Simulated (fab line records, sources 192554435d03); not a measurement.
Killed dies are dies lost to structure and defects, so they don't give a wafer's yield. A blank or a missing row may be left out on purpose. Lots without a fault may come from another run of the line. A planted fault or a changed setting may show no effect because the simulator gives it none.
fab line records | flow n5_finfet
record lots=5 wafers=15 last_day=18
route steps=1938 shown BEOL_M4@1107 BEOL_M5@1112
lots that met no fault: from a run of the same line without faults
start_h: hours from the record's first day to the start of the lot's first wafer shown | wait_h: hours since the lot's step before | " the same as in the row above | L1.1+2: a row that stands for several wafers | - no value, or no start given | * or withheld: withheld | < > ~ a bound
route shown NAME@n: a module of which the file shows steps, and the number in the route of the first | usual: mean/standard deviation of fault-free wafers | same: alike in all rows | chamber/n: place in a boat | sites: the reading at each site | _std_site: their standard deviation | _edge_site: outer sites' mean less inner sites' | radius_mm: how far each site lies from the wafer's centre | mask NAME#n: copy n | behind: the tool/chamber that last shaped the wafer | hold: why the lot was held/for how many hours/how that ended | device: the transistor (n, p or np) that didn't switch | end of line: the same wafers' tests at the end of the route | a step without rows: its recipe alone | killed: dies lost to structure and defects at the first sort, not the wafer's yield | map: a wafer's dies, x killed, . not, _ none there
set.NAME: the setting as run; set.NAME@STEP: as run at that earlier step | model.NAME: the simulator's own value behind a step, which no gauge read
lots at some steps of the route; a table a step, a row a wafer
services: from which hour (start_h, from the record's first day; less than 0 if before it) a tool's chamber was out of use, for how many hours, and why
## steps
# step N5_BEOL_M4_PRE_CLEAN_56
# recipe gas=NH3 time_s=15 temp_c=withheld rf_power_w=300
# columns lot.wafer tool chamber start_h wait_h
L078.3+4+5 pecvd-02 2,2,1 207.54 0.1
L080.2+4+5 pecvd-02 0,2,0 226.31 0.1
L082.1+2+4 pecvd-02 1,2,0 238.32 0.1
L091.3+5+6 pecvd-01 2,2,0 293.00 0.1
L094.3+4+6 pecvd-03 2,0,1 318.96 0.1
# step N5_BEOL_M4_DEP_57
# recipe material=SiCN target_thk_a=80 temp_c=withheld precursor=3MS/NH3 pressure_torr=3 rf_w=202 time_s=14
# usual showerhead_plenum_p_Torr=3.663/0.013 throttle_valve_pct=9.2/0.42
# columns lot.wafer tool chamber start_h wait_h showerhead_plenum_p_Torr throttle_valve_pct
L078.3 pecvd-02 2 207.57 0.0 3.656 9.0
L078.4 " 2 " " 3.665 9.0
L078.5 " 1 " " 3.668 9.6
L080.2 pecvd-02 0 226.34 0.0 3.640 9.7
L080.4 " 2 " " 3.671 8.7
L080.5 " 0 " " 3.646 9.6
L082.1 pecvd-02 1 238.34 0.0 3.666 9.7
L082.2 " 2 " " 3.660 9.0
L082.4 " 0 " " 3.631 9.6
L091.3 pecvd-01 2 293.02 0.0 3.686 8.5
L091.5 " 2 " " 3.683 8.4
L091.6 " 0 " " 3.666 9.7
L094.3 pecvd-03 2 318.99 0.0 3.663 8.7
L094.4 " 0 " " 3.665 9.5
L094.6 " 1 " " 3.667 9.2
# step N5_BEOL_M4_RS_MEAS_58
# recipe thk_meas_gauge=four-point-probe reads=Co_of_BEOL_M4_CO_CAP_55+Cu_of_BEOL_M4_ECD_50+Co_of_BEOL_M4_CVD_47+TaN_of_BEOL_M4_ALD_84
# usual M4_RS=0.69/0.039
# columns lot.wafer tool chamber start_h wait_h M4_RS[ohm/sq]
L078.3 film_metro-01 - 207.64 0.1 0.66
L078.4 " - " " 0.66
L078.5 " - " " 0.70
L080.2 film_metro-02 - 226.40 0.1 0.65
L080.4 " - " " 0.73
L080.5 " - " " 0.63
L082.1 film_metro-02 - 238.41 0.0 0.75
L082.2 " - " " 0.71
L082.4 " - " " 0.68
L091.3 film_metro-01 - 293.09 0.1 0.68
L091.5 " - " " 0.76
L091.6 " - " " 0.70
L094.3 film_metro-02 - 319.05 0.1 0.73
L094.4 " - " " 0.67
L094.6 " - " " 0.75
# step N5_BEOL_M4_INSPECT_59
# recipe inspect_instrument=darkfield mode=post_dep
# usual raw_defect_count=77/27
# columns lot.wafer tool chamber start_h wait_h raw_defect_count
L078.3 defect_inspect-02 - 207.66 0.0 78
L078.4 " - " " 72
L078.5 " - " " 123
L080.2 defect_inspect-01 - 226.43 0.0 104
L080.4 " - " " 181
L080.5 " - " " 108
L082.1 defect_inspect-01 - 238.43 0.0 59
L082.2 " - " " 109
L082.4 " - " " 79
L091.3 defect_inspect-01 - 293.12 0.0 78
L091.5 " - " " 73
L091.6 " - " " 75
L094.3 defect_inspect-01 - 319.08 0.0 85
L094.4 " - " " 80
L094.6 " - " " 73
# step N5_BEOL_M4_RC_MEAS_101
# usual DIBL_N=36.6/1.9 DIBL_P=36.7/2.2 IOFF_N=0.16/0.035 IOFF_P=0.22/0.038 ION_N=672/14 ION_P=462/8.3 SS_N=71.6/0.65 SS_P=73.5/0.72 VT_N=250/3.5 VT_P=-250/3.1
# columns lot.wafer tool chamber start_h wait_h DIBL_N[mV/V] DIBL_P[mV/V] IOFF_N[nA/um] IOFF_P[nA/um] ION_N[uA/um] ION_P[uA/um] SS_N[mV/dec] SS_P[mV/dec] VT_N[mV] VT_P[mV]
L078.3 prober-02 0 208.00 0.3 33.2 32.8 0.11 0.14 642 438 70.5 72.1 260 -257
L078.4 " 0 " " 37.0 37.2 0.17 0.20 656 449 71.0 73.1 250 -254
L078.5 " 0 " " 34.8 35.1 0.12 0.17 637 447 70.9 73.4 259 -257
L080.2 prober-02 0 226.61 0.2 34.6 34.5 0.13 0.19 665 456 71.6 73.2 252 -251
L080.4 " 0 " " 37.6 39.3 0.20 0.27 708 481 72.0 75.1 247 -246
L080.5 " 0 " " 34.7 34.1 0.14 0.18 654 457 71.1 73.0 252 -252
L082.1 prober-01 0 238.46 0.0 37.5 37.2 0.16 0.23 672 461 71.6 73.0 251 -250
L082.2 " 0 " " 34.7 34.3 0.12 0.17 664 463 71.3 72.4 255 -253
L082.4 " 0 " " 36.8 36.2 0.15 0.21 670 461 71.6 72.9 250 -251
L091.3 prober-02 0 293.45 0.3 35.8 37.5 0.17 0.23 675 468 71.0 73.6 252 -250
L091.5 " 0 " " 37.8 39.9 0.21 0.29 677 461 72.5 75.2 246 -245
L091.6 " 0 " " 37.3 38.7 0.21 0.25 683 468 72.3 74.0 245 -246
L094.3 prober-01 0 319.41 0.3 37.1 38.1 0.17 0.23 690 473 71.7 74.3 249 -248
L094.4 " 0 " " 38.6 38.7 0.18 0.24 666 459 72.2 74.4 252 -248
L094.6 " 0 " " 37.3 36.9 0.15 0.21 660 452 71.0 74.1 254 -250
# step N5_BEOL_M5_ILD_DEP_00
# recipe material=SiCOH_lowk target_thk_a=1406.4 temp_c=300 precursor=DEMS/porogen pressure_torr=5 rf_w=500 time_s=25.9
# usual heater_power_w=278/34 showerhead_plenum_p_Torr=5.737/0.017 throttle_valve_pct=14.0/0.52
# columns lot.wafer tool chamber start_h wait_h heater_power_w showerhead_plenum_p_Torr throttle_valve_pct
L078.3 pecvd-02 0 208.65 0.5 319 5.698 14.6
L078.4 " 2 " " 261 5.741 13.3
L078.5 " 0 " " 316 5.711 14.6
L080.2 pecvd-02 2 227.42 0.7 270 5.739 13.7
L080.4 " 2 " " 285 5.734 13.8
L080.5 " 1 " " 260 5.749 15.0
L082.1 pecvd-02 1 239.42 0.8 302 5.735 14.7
L082.2 " 2 " " 282 5.734 13.3
L082.4 " 0 " " 315 5.718 14.3
L091.3 pecvd-03 0 294.11 0.5 286 5.730 14.3
L091.5 " 1 " " 336 5.737 14.1
L091.6 " 2 " " 277 5.754 13.5
L094.3 pecvd-03 0 320.07 0.5 244 5.751 13.9
L094.4 " 0 " " 252 5.742 14.1
L094.6 " 2 " " 294 5.728 13.2
# step N5_BEOL_M5_CURE_79
# recipe temp_c=385 time_s=240 ambient=He/Ar material=SiCOH_lowk
# usual lamp_power_pct=52.32/0.049 wafer_temp_C_max=387.0/0.63
# columns lot.wafer tool chamber start_h wait_h lamp_power_pct wafer_temp_C_max
L078.3 uv_cure-03 0 208.87 0.2 52.36 386.4
L078.4 " 0 " " 52.22 386.5
L078.5 " 0 " " 52.44 386.7
L080.2 uv_cure-03 0 227.56 0.1 52.35 386.9
L080.4 " 0 " " 52.31 387.0
L080.5 " 0 " " 52.34 387.2
L082.1 uv_cure-01 1 239.48 0.0 52.32 387.7
L082.2 " 1 " " 52.26 387.7
L082.4 " 1 " " 52.36 387.8
L091.3 uv_cure-03 0 294.33 0.2 52.43 387.0
L091.5 " 0 " " 52.26 387.1
L091.6 " 0 " " 52.25 387.3
L094.3 uv_cure-02 1 320.29 0.2 52.34 387.5
L094.4 " 1 " " 52.32 387.4
L094.6 " 1 " " 52.30 388.2
# step N5_BEOL_M5_THK_MEAS_01
# recipe reads=SiCOH_lowk_of_BEOL_M5_ILD_DEP_00
# usual M5_ILD_THK=120.7/1.8
# columns lot.wafer tool chamber start_h wait_h M5_ILD_THK[nm]
L078.3 film_metro-02 - 209.22 0.3 121.7
L078.4 " - " " 122.7
L078.5 " - " " 121.8
L080.2 film_metro-02 - 227.99 0.4 124.0
L080.4 " - " " 124.0
L080.5 " - " " 124.7
L082.1 film_metro-01 - 239.99 0.4 122.8
L082.2 " - " " 122.5
L082.4 " - " " 121.3
L091.3 film_metro-02 - 294.69 0.3 119.7
L091.5 " - " " 120.7
L091.6 " - " " 121.5
L094.3 film_metro-01 - 320.64 0.3 119.2
L094.4 " - " " 122.1
L094.6 " - " " 121.8
# step N5_BEOL_M5_PECVD_70
# recipe material=SiO2 target_thk_a=160 temp_c=400 precursor=TEOS/O2 pressure_torr=5.5 rf_w=450 teos_flow_sccm=53.8 gas=O2 flow_sccm=3000 time_s=18
# usual heater_power_w=651/54 showerhead_plenum_p_Torr=8.77/0.055 throttle_valve_pct=22.6/0.73
# columns lot.wafer tool chamber start_h wait_h heater_power_w showerhead_plenum_p_Torr throttle_valve_pct
L078.3 pecvd-02 0 209.26 0.0 718 8.66 23.5
L078.4 " 2 " " 645 8.73 21.9
L078.5 " 0 " " 714 8.66 23.5
L080.2 pecvd-02 0 228.03 0.0 771 8.66 23.6
L080.4 " 0 " " 772 8.65 23.1
L080.5 " 2 " " 690 8.75 21.6
L082.1 pecvd-03 0 240.03 0.0 672 8.76 22.6
L082.2 " 2 " " 690 8.73 21.5
L082.4 " 1 " " 764 8.78 22.9
L091.3 pecvd-02 0 294.75 0.1 728 8.67 23.4
L091.5 " 0 " " 720 8.65 23.1
L091.6 " 2 " " 591 8.75 22.4
L094.3 pecvd-03 0 320.68 0.0 611 8.79 22.8
L094.4 " 2 " " 630 8.76 21.8
L094.6 " 0 " " 621 8.78 23.1
# step N5_BEOL_M5_HM_DEP_02
# recipe material=TiN target_thk_a=200 temp_c=25 chamber_pressure_pa=0.49996
# usual chamber_pressure_pa=0.5001/0.00096 throttle_valve_pct=30.4/0.88
# columns lot.wafer tool chamber start_h wait_h chamber_pressure_pa throttle_valve_pct
L078.3 pvd_sputter-01 - 209.75 0.5 0.4999 30.6
L078.4 " - " " 0.4994 30.2
L078.5 " - " " 0.4994 30.3
L080.2 pvd_sputter-03 - 228.67 0.6 0.4995 31.3
L080.4 " - " " 0.5006 31.6
L080.5 " - " " 0.5001 31.3
L082.1 pvd_sputter-02 - 242.32 2.3 0.5000 30.7
L082.2 " - " " 0.4988 29.8
L082.4 " - " " 0.4993 29.8
L091.3 pvd_sputter-03 - 296.02 1.3 0.4994 30.1
L091.5 " - " " 0.5002 31.7
L091.6 " - " " 0.5011 29.8
L094.3 pvd_sputter-03 - 321.49 0.8 0.5001 31.5
L094.4 " - " " 0.4993 31.3
L094.6 " - " " 0.4998 29.8
# step N5_BEOL_M5_COAT_59
# recipe resist=SOC temp_c=250 time_s=60 spin_rpm=1500 resist_thk_nm=60
# columns lot.wafer tool chamber start_h wait_h
L078.3+4+5 litho_track-03 0 209.87 0.1
L080.2+4+5 litho_track-01 0 228.80 0.1
L082.1+2+4 litho_track-03 0 242.44 0.1
L091.3+5+6 litho_track-03 0 296.14 0.1
L094.3+4+6 litho_track-01 0 321.62 0.1
# step N5_BEOL_M5_COAT_60
# recipe resist=SiARC temp_c=220 time_s=60 spin_rpm=1500 resist_thk_nm=12
# columns lot.wafer tool chamber start_h wait_h
L078.3+4+5 litho_track-03 0 - -
L080.2+4+5 litho_track-01 0 - -
L082.1+2+4 litho_track-03 0 - -
L091.3+5+6 litho_track-03 0 - -
L094.3+4+6 litho_track-01 0 - -
# step N5_BEOL_M5_COAT_71
# recipe resist=underlayer temp_c=205 time_s=60 spin_rpm=1500 resist_thk_nm=5
# columns lot.wafer tool chamber start_h wait_h
L078.3+4+5 litho_track-03 0 - -
L080.2+4+5 litho_track-01 0 - -
L082.1+2+4 litho_track-03 0 - -
L091.3+5+6 litho_track-03 0 - -
L094.3+4+6 litho_track-01 0 - -
# step N5_BEOL_M5_COAT_05
# recipe resist=CAR-EUV spin_rpm=1500 resist_thk_nm=30
# columns lot.wafer tool chamber start_h wait_h
L078.3+4+5 litho_track-03 0 - -
L080.2+4+5 litho_track-01 0 - -
L082.1+2+4 litho_track-03 0 - -
L091.3+5+6 litho_track-03 0 - -
L094.3+4+6 litho_track-01 0 - -
# step N5_BEOL_M5_EBR_07
# recipe solvent=PGMEA ebr_width_mm=1.5
# columns lot.wafer tool chamber start_h wait_h
L078.3+4+5 litho_track-03 0 - -
L080.2+4+5 litho_track-01 0 - -
L082.1+2+4 litho_track-03 0 - -
L091.3+5+6 litho_track-03 0 - -
L094.3+4+6 litho_track-01 0 - -
# step N5_BEOL_M5_SOFTBAKE_06
# recipe temp_c=110 time_s=60 resist=CAR-EUV
# columns lot.wafer tool chamber start_h wait_h
L078.3+4+5 litho_track-03 0 - -
L080.2+4+5 litho_track-01 0 - -
L082.1+2+4 litho_track-03 0 - -
L091.3+5+6 litho_track-03 0 - -
L094.3+4+6 litho_track-01 0 - -
# step N5_BEOL_M5_EXPOSE_08
# recipe mask_id=M5 na=0.33 source_shape=annular sigma_inner=0.4 sigma_outer=0.8 polarization=unpolarized target_cd_nm=28 dose_mj=35.75
# columns lot.wafer tool chamber start_h wait_h mask
L078.3+4+5 euv_scanner-01 0 210.15 - M5#0
L080.2+4+5 euv_scanner-01 0 228.94 - M5#0
L082.1+2+4 euv_scanner-01 0 242.70 - M5#0
L091.3+5+6 euv_scanner-02 0 296.29 - M5#0
L094.3+4+6 euv_scanner-02 0 321.78 - M5#0
# step N5_BEOL_M5_PEB_09
# recipe peb_temp_c=100 peb_time_s=60 resist=CAR-EUV
# same peb_time_s=60
# columns lot.wafer tool chamber start_h wait_h
L078.3+4+5 litho_track-05 0 210.20 0.0
L080.2+4+5 litho_track-05 0 229.00 0.0
L082.1+2+4 litho_track-03 0 242.76 0.1
L091.3+5+6 litho_track-01 0 296.34 0.0
L094.3+4+6 litho_track-03 0 321.83 0.0
# step N5_BEOL_M5_DEVELOP_10
# recipe develop_time_s=30 developer=TMAH resist=CAR-EUV rinse_liquid=surfactant_rinse dry=air_spin dev_temp_c=23
# columns lot.wafer tool chamber start_h wait_h
L078.3+4+5 litho_track-05 0 - -
L080.2+4+5 litho_track-05 0 - -
L082.1+2+4 litho_track-03 0 - -
L091.3+5+6 litho_track-01 0 - -
L094.3+4+6 litho_track-03 0 - -
# step N5_BEOL_M5_CD_MEAS_11
# recipe target_cd_nm=27.74 landing_energy_ev=500 detector=se_inlens
# usual cd_nm=28.10/0.24
# columns lot.wafer tool chamber start_h wait_h cd_nm
L078.3 cd_sem-03 0 210.27 - 28.11
L078.4 " 0 " " 28.22
L078.5 " 0 " " 27.85
L080.2 cd_sem-02 0 229.07 - 27.89
L080.4 " 0 " " 28.01
L080.5 " 0 " " 28.27
L082.1 cd_sem-01 0 242.83 - 28.04
L082.2 " 0 " " 28.43
L082.4 " 0 " " 27.93
L091.3 cd_sem-03 0 296.41 - 28.21
L091.5 " 0 " " 28.09
L091.6 " 0 " " 28.05
L094.3 cd_sem-01 0 321.90 - 28.44
L094.4 " 0 " " 27.85
L094.6 " 0 " " 28.35
# step N5_BEOL_M5_OVL_MEAS_12
# recipe points_per_wafer=522
# usual M5_OVL=0.0/0.67
# columns lot.wafer tool chamber start_h wait_h M5_OVL[nm]
L078.3 overlay-01 0 210.31 0.0 -1.1
L078.4 " 0 " " -0.9
L078.5 " 0 " " 0.3
L080.2 overlay-02 0 229.10 0.0 -0.6
L080.4 " 0 " " -1.0
L080.5 " 0 " " -1.0
L082.1 overlay-01 0 242.86 0.0 -0.2
L082.2 " 0 " " 0.5
L082.4 " 0 " " 0.6
L091.3 overlay-02 0 296.45 0.0 0.9
L091.5 " 0 " " 0.3
L091.6 " 0 " " 1.8
L094.3 overlay-01 0 321.94 0.0 0.0
L094.4 " 0 " " -0.8
L094.6 " 0 " " -0.5
# step N5_BEOL_M5_INSPECT_13
# recipe mode=adi inspect_instrument=brightfield
# usual raw_defect_count=426/98
# columns lot.wafer tool chamber start_h wait_h raw_defect_count
L078.3 defect_inspect-02 - 210.37 0.1 529
L078.4 " - " " 494
L078.5 " - " " 607
L080.2 defect_inspect-02 - 229.15 0.0 730
L080.4 " - " " 657
L080.5 " - " " 399
L082.1 defect_inspect-01 - 242.92 0.1 415
L082.2 " - " " 480
L082.4 " - " " 431
L091.3 defect_inspect-01 - 296.50 0.0 454
L091.5 " - " " 334
L091.6 " - " " 516
L094.3 defect_inspect-02 - 321.98 0.0 350
L094.4 " - " " 375
L094.6 " - " " 490
# step N5_BEOL_M5_DESCUM_16
# recipe chemistry=O2 time_s=7 source_power_w=50 bias_power_w=20 pressure_mtorr=20 rf_frequency_hz=2.712e+07 temp_c=40 resist=CAR-EUV o2_flow_sccm=225
# usual drypump_motor_current_A=5.7/0.54 o2_flow_sccm=225.0/0.6 oes_product_au=0.79/0.069 rf_vpp_V=243.0/1.3 showerhead_plenum_p_Torr=2.10/0.059 throttle_valve_pct=20.45/0.27
# columns lot.wafer tool chamber start_h wait_h drypump_motor_current_A o2_flow_sccm oes_product_au rf_hours_counter_h rf_vpp_V showerhead_plenum_p_Torr throttle_valve_pct
L078.3 rie_diel-03 1 210.40 0.0 5.0 224.7 0.83 105 241.2 2.02 20.70
L078.4 " 3 " " 4.7 225.7 0.76 142 242.1 2.02 20.55
L078.5 " 2 " " 5.1 225.8 0.78 - 242.9 2.13 20.51
L080.2 rie_diel-06 1 229.19 0.0 5.2 224.5 0.90 25 245.3 2.14 20.50
L080.4 " 3 " " 6.0 225.1 0.75 162 242.1 2.11 20.49
L080.5 " 3 " " 5.9 225.2 0.75 - 244.3 2.11 20.48
L082.1 rie_diel-03 2 242.96 0.0 5.0 224.5 0.77 108 244.1 2.13 20.52
L082.2 " 3 " " 4.7 224.5 0.75 149 241.9 2.02 20.55
L082.4 " 1 " " 5.0 225.3 0.81 114 242.7 2.02 20.75
L091.3 rie_diel-06 3 296.92 0.4 6.0 225.1 0.73 183 243.4 2.10 20.52
L091.5 " 3 " " 6.0 225.5 0.73 - 242.5 2.10 20.52
L091.6 " 0 " " 6.6 224.8 0.86 - 244.0 2.12 19.87
L094.3 rie_diel-01 0 322.07 0.1 6.1 225.2 0.68 217 241.2 2.09 20.85
L094.4 " 1 " " 5.8 224.6 0.67 234 240.3 1.99 20.70
L094.6 " 3 " " 6.2 223.9 0.81 - 241.3 2.04 20.18
# step N5_BEOL_M5_ETCH_72
# recipe chemistry=N2/H2 target=underlayer target_depth_a=65 mask_material=CAR-EUV time_s=5.2 ion_energy_ev=200 pressure_mtorr=30 source_w=840 bias_w=150 n2_flow_sccm=200 h2_flow_sccm=200 ends=cleared
# usual drypump_motor_current_A=5.7/0.55 etch_rf_on_time_s=5.21/0.13 oes_product_au=0.67/0.06 rf_vpp_V=523.8/2.4 showerhead_plenum_p_Torr=2.54/0.075 throttle_valve_pct=17.86/0.24
# columns lot.wafer tool chamber start_h wait_h drypump_motor_current_A etch_rf_on_time_s oes_product_au rf_hours_counter_h rf_vpp_V showerhead_plenum_p_Torr throttle_valve_pct
L078.3 rie_diel-03 1 210.43 0.0 5.0 5.10 0.68 105 520.9 2.46 18.11
L078.4 " 3 " " 4.7 5.20 0.65 142 518.9 2.44 18.02
L078.5 " 2 " " 5.1 5.20 0.66 - 524.1 2.58 17.89
L080.2 rie_diel-06 1 229.22 0.0 5.2 4.99 0.77 25 526.3 2.60 18.01
L080.4 " 3 " " 6.0 5.37 0.63 162 524.1 2.53 17.72
L080.5 " 3 " " 6.0 5.41 0.62 - 524.9 2.53 17.71
L082.1 rie_diel-03 2 242.99 0.0 5.1 5.19 0.66 108 526.8 2.57 17.91
L082.2 " 3 " " 4.7 5.16 0.64 149 520.5 2.44 18.05
L082.4 " 1 " " 5.0 5.08 0.68 114 522.9 2.46 18.09
L091.3 rie_diel-06 3 296.96 0.0 6.0 5.33 0.62 183 524.4 2.52 17.73
L091.5 " 3 " " 6.0 5.38 0.62 - 523.0 2.52 17.78
L091.6 " 0 " " 6.6 5.25 0.72 - 524.8 2.59 17.42
L094.3 rie_diel-01 0 322.10 0.0 6.1 5.34 0.58 217 522.8 2.52 18.12
L094.4 " 1 " " 5.8 5.16 0.58 234 520.5 2.42 18.11
L094.6 " 3 " " 6.3 5.11 0.69 - 521.9 2.45 17.45
# step N5_BEOL_M5_ETCH_61
# recipe chemistry=CF4 target=SiARC target_depth_a=156 mask_material=CAR-EUV time_s=26 ion_energy_ev=80 pressure_mtorr=40 source_w=545 bias_w=36 Ar_flow_sccm=100 cf4_flow_sccm=100 ends=cleared
# usual drypump_motor_current_A=5.7/0.54 etch_rf_on_time_s=26.1/0.64 mfc_ar_sccm=99.99/0.3 oes_product_au=0.67/0.061 rf_vpp_V=184.1/1.1 showerhead_plenum_p_Torr=2.14/0.062 throttle_valve_pct=15.61/0.23
# columns lot.wafer tool chamber start_h wait_h drypump_motor_current_A etch_rf_on_time_s mfc_ar_sccm oes_product_au rf_hours_counter_h rf_vpp_V showerhead_plenum_p_Torr throttle_valve_pct
L078.3 rie_diel-03 1 210.45 0.0 5.0 25.5 100.05 0.69 105 184.4 2.07 15.80
L078.4 " 3 " " 4.7 25.8 99.88 0.66 142 183.3 2.06 15.62
L078.5 " 2 " " 5.1 25.6 100.54 0.67 - 184.8 2.15 15.47
L080.2 rie_diel-06 1 229.24 0.0 5.2 24.8 100.23 0.79 25 185.5 2.19 15.68
L080.4 " 3 " " 6.0 26.7 99.82 0.63 162 185.0 2.14 15.58
L080.5 " 3 " " 6.0 26.8 100.11 0.63 - 184.1 2.14 15.58
L082.1 rie_diel-03 2 243.01 0.0 5.1 25.7 100.60 0.67 108 184.4 2.15 15.49
L082.2 " 3 " " 4.7 26.0 99.86 0.65 149 184.4 2.05 15.63
L082.4 " 1 " " 5.0 25.4 99.85 0.69 114 183.5 2.07 15.82
L091.3 rie_diel-06 3 296.98 0.0 6.0 26.7 100.00 0.61 183 184.2 2.13 15.62
L091.5 " 3 " " 6.0 27.0 99.67 0.62 - 182.5 2.13 15.61
L091.6 " 0 " " 6.6 26.3 99.85 0.73 - 185.6 2.17 15.14
L094.3 rie_diel-01 0 322.12 0.0 6.1 27.1 99.69 0.58 217 183.1 2.12 15.91
L094.4 " 1 " " 5.8 26.0 100.40 0.59 234 182.1 2.04 15.91
L094.6 " 3 " " 6.2 26.1 100.15 0.70 - 183.5 2.07 15.31
## services
# columns tool chamber start_h hours kind
euv_scanner-02 - 185.36 4.6 pm
euv_scanner-01 - 189.96 1.0 pm
pecvd-03 - 193.06 0.3 repair
euv_scanner-01 - 196.49 12.0 pm
pecvd-01 - 200.24 6.0 pm
pecvd-02 1 202.50 1.8 repair
uv_cure-01 - 211.68 0.5 repair
euv_scanner-02 - 220.93 1.0 pm
rie_diel-06 2 224.10 3.8 repair
pecvd-03 0 226.34 12.3 repair
uv_cure-03 - 230.15 0.9 repair
uv_cure-03 - 240.04 22.2 pm
pecvd-02 - 240.29 0.7 repair
euv_scanner-01 - 243.97 1.0 pm
pecvd-02 2 245.18 15.3 repair
rie_diel-03 2 257.70 2.6 repair
euv_scanner-01 - 265.61 0.6 repair
euv_scanner-02 - 277.08 1.0 pm
uv_cure-03 - 278.17 1.0 pm
rie_diel-03 - 281.46 14.6 pm
euv_scanner-01 - 282.41 4.6 pm
pecvd-02 1 291.84 19.8 repair
euv_scanner-01 - 300.12 1.0 pm
pecvd-03 0 308.66 4.7 repair
## key
fault none
